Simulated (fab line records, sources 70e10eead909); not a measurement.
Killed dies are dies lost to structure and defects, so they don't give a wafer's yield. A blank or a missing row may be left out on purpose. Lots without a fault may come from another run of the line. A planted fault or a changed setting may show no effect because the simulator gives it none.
Chamber matching | flow nand_harc | NHARC_A_M0_PRE_CLEAN_31 on pecvd-02: 3 sister chambers
The step time 12 s. 6 wafers are shown with their chamber, then 10 later ones without.

WAFERS WITH THEIR CHAMBER
wafer  | chamber | heater_power_w (W)
L084.1 | 1       | 696
L085.2 | 1       | 635
L085.3 | 2       | 625
L085.6 | 0       | 572
L086.1 | 2       | 632
L086.4 | 0       | 599

WAFERS WITHOUT THEIR CHAMBER
wafer  | heater_power_w (W)
L086.6 | 674
L087.3 | 677
L087.4 | 565
L087.6 | 702
L093.1 | 587
L093.4 | 604
L093.5 | 600
L095.2 | 628
L095.4 | 632
L095.6 | 606

WHICH CHAMBER EACH WENT THROUGH
wafer  | from the rows above          | in truth
L086.6 | can't be placed: 1 or 2      | 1
L087.3 | can't be placed: 1 or 2      | 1
L087.4 | can't be placed: 0 or 2      | 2
L087.6 | can't be placed: 1 or 2      | 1
L093.1 | can't be placed: 0 or 2      | 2
L093.4 | can't be placed: 0 or 2 or 1 | 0
L093.5 | can't be placed: 0 or 2 or 1 | 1
L095.2 | can't be placed: 2 or 1 or 0 | 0
L095.4 | can't be placed: 2 or 1 or 0 | 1
L095.6 | can't be placed: 0 or 2 or 1 | 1
Placed correctly: 0 of 10. Can't be placed from these rows: 10 (the true chamber is among the candidates in 10). Placed wrongly: 0.
How it was worked out, from the rows above alone: a wafer's distance from a chamber is the root of the sum, over the readings, of the square of ((its reading less the chamber's mean) divided by the reading's scatter). The wafer belongs to the nearest chamber; if the next one is less than 2 further off, it can't be placed. A chamber's mean is the mean of its shown wafers. The scatter: the root of (the sum of the squares of (reading less its chamber's mean) over the shown wafers, divided by (wafers less chambers)).
